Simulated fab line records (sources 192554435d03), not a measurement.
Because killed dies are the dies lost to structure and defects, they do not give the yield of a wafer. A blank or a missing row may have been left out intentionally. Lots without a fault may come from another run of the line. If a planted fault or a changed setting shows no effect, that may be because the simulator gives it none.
A struck lot beside a sound one / flow n5_finfet / 29 out of 1938 route steps
Sound: these wafers, L642.1, L642.2, L642.6. The struck wafers were L649.1, L649.5, L649.6. The cause is named last.
For every step that has rows: the tool of each side, followed by ch and its chambers, followed by its first start. Under that, the readings that differ: sound wafers / struck wafers / difference of the means / sigmas: that difference in standard deviations of wafers without a fault.
alike: words and numbers the same on both sides, and readings whose means are apart by under 2 such deviations; not compared: readings that were withheld, readings missing a value for some wafer, numbers with overlapping values and no deviation given by the record, and bounds like >300 which may hide the same value.
A row with sigmas, a row that says differs or no value, or rows on one side alone: a step with any of these is where the two part. Numbers that have no deviation but don't overlap get no sigmas and don't part them. A reading missing from all wafers of one side parts the sides only when that side holds two or more wafers.

N5_STI_FIN_REVEAL_INSPECT_13: inspects for defects (darkfield).
  sound on defect_inspect-02 at day 4 02:06; struck on defect_inspect-02 at day 5 19:25
  alike: raw_defect_count
then, 2 steps without rows for these wafers: N5_DUMMY_GATE_PRECLEAN_00 (cleans in O3/DIW, time 60 s); N5_DUMMY_GATE_SRD_01 (time 30 s).
N5_DUMMY_GATE_ALD_02: deposits SiO2, target thk 2 nm, pulse time 1 s.
  sound on ald_sin-01 ch 2,3, day 4 02:11; struck on ald_sin-04 ch 0,1,3, day 5 19:34
  alike: heater_power_w, precursor_pulse_height_rel
then, 3 steps without rows for these wafers: N5_DUMMY_GATE_CVD_03 (deposits a-Si from SiH4, target thk 150 nm, time 8042 s); N5_DUMMY_GATE_PRECLEAN_46 (cleans in DIW, time 89.5 s); N5_DUMMY_GATE_SRD_47 (dry time 32 s).
N5_DUMMY_GATE_CMP_04: polishes a-Si.
  sound on cmp-01 ch 1,2, day 4 06:02; struck on cmp-01 ch 0,1, day 5 23:25
  alike: edge_zone_pressure_frac, motor_current_A, time_to_endpoint_s
N5_DUMMY_GATE_THK_MEAS_05:
  sound on film_metro-01 at day 4 06:16; struck on film_metro-01 at day 5 23:40
  alike: thk_nm
then, 3 steps without rows for these wafers: N5_DUMMY_GATE_HM_DEP_06 (deposits SiNx from DCS/NH3, target thk 80 nm, time 5141 s); N5_DUMMY_GATE_PECVD_30 (deposits SiO2 from TEOS/O2, target thk 55 nm, time 10.8 s); N5_DUMMY_GATE_COAT_34 (time 60 s, resist thk 60 nm).
N5_DUMMY_GATE_COAT_35: time 60 s, resist thk 10 nm.
  sound on litho_track-02 ch 0, day 4 10:18; struck on litho_track-02 ch 0, day 6 03:41
reading=spin_speed_rpm (rpm); sound=1500.4 1500.2 1499.1; struck=1386.7 1387.3 1387.1; difference=-112.9; sigmas=-99 or more
reading=model.SiARC_of_DUMMY_GATE_COAT_35.thk_nm (nm); sound=10 10 10; struck=10.4 10.4 10.4; difference=+0.4; sigmas=
  alike: plate_temp_C, resist_line_temp_C
then, 7 steps without rows for these wafers: N5_DUMMY_GATE_COAT_28 (time 60 s, resist thk 10 nm); N5_DUMMY_GATE_COAT_09 (resist thk 30 nm); N5_DUMMY_GATE_EBR_11; N5_DUMMY_GATE_SOFTBAKE_10 (time 60 s); N5_DUMMY_GATE_EXPOSE_12 (exposes mask GATE, target cd 25 nm); N5_DUMMY_GATE_PEB_13 (peb time 60 s); N5_DUMMY_GATE_DEVELOP_14 (develop time 30 s).
N5_DUMMY_GATE_CD_MEAS_15: the cd target is 25.8 nm.
  sound on cd_sem-03 ch 0, day 4 10:34; struck on cd_sem-03 ch 0, day 6 04:04
  alike: cd_nm
N5_DUMMY_GATE_OVL_MEAS_16:
  sound on overlay-02 ch 0, day 4 10:36; struck on overlay-01 ch 0, day 6 04:07
  alike: GATE_OVL
N5_DUMMY_GATE_INSPECT_17: inspects for defects (brightfield).
  sound on defect_inspect-02 at day 4 10:40; struck on defect_inspect-01 at day 6 04:11
  alike: raw_defect_count
N5_DUMMY_GATE_DESCUM_20: chemistry O2, time 6.2 s.
  sound on rie_diel-02 ch 2,3, day 4 10:43; struck on rie_diel-02 ch 0,1,3, day 6 04:14
  alike: drypump_motor_current_A, oes_product_au, rf_vpp_V, showerhead_plenum_p_Torr, throttle_valve_pct
  not compared: rf_hours_counter_h
N5_DUMMY_GATE_ETCH_29: etches underlayer in N2/H2, target depth 13 nm.
  sound on rie_diel-02 ch 2,3, day 4 10:47; struck on rie_diel-02 ch 0,1,3, day 6 04:18
  alike: drypump_motor_current_A, oes_product_au, rf_vpp_V, showerhead_plenum_p_Torr, throttle_valve_pct
  not compared: rf_hours_counter_h
N5_DUMMY_GATE_ETCH_36: etches SiARC in CF4, target depth 13 nm.
  sound on rie_diel-02 ch 2,3, day 4 10:49; struck on rie_diel-02 ch 0,1,3, day 6 04:20
  alike: drypump_motor_current_A, oes_product_au, rf_vpp_V, showerhead_plenum_p_Torr, throttle_valve_pct
  not compared: rf_hours_counter_h
N5_DUMMY_GATE_ETCH_37: etches SOC in N2/H2, target depth 60 nm, overetch 30 nm.
  sound on rie_diel-02 ch 2,3, day 4 10:52; struck on rie_diel-02 ch 0,1,3, day 6 04:23
reading=model.SiARC_of_DUMMY_GATE_COAT_35.thk_nm (nm); sound=4.8 5 5; struck=5.6 5.2 5.4; difference=+0.5; sigmas=
  alike: drypump_motor_current_A, oes_product_au, rf_vpp_V, showerhead_plenum_p_Torr, throttle_valve_pct
  not compared: rf_hours_counter_h
then, 1 step without rows for these wafers: N5_DUMMY_GATE_STRIP_38 (strips in N2/H2).
-- here the record skips 11 days between the struck wafers' starts before and after, leaving off in module DUMMY_GATE and picking up in module PASSIVATION (first step shown: number 1936 of the route) --
N5_PASSIVATION_PROBE_49:
  sound on prober-01 at day 15 10:01; struck on prober-02 at day 17 04:50
  alike: killed_at_M0_to_M3, killed_at_M4_up, killed_at_contacts, killed_at_front_end, killed_at_other, killed_dies, killed_on_rim, killed_open, killed_short

== WHERE THEY PART ==
Within this record, at N5_DUMMY_GATE_COAT_35 only. Later steps at which nothing parts them and some readings are alike: N5_DUMMY_GATE_CD_MEAS_15, N5_DUMMY_GATE_OVL_MEAS_16, N5_DUMMY_GATE_INSPECT_17, N5_DUMMY_GATE_DESCUM_20, N5_DUMMY_GATE_ETCH_29, N5_DUMMY_GATE_ETCH_36, N5_DUMMY_GATE_ETCH_37, N5_PASSIVATION_PROBE_49.

WHY: what had been put in by the simulator
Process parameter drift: litho_track-02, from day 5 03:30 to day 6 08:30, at N5_DUMMY_GATE_COAT_35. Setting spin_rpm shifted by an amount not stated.
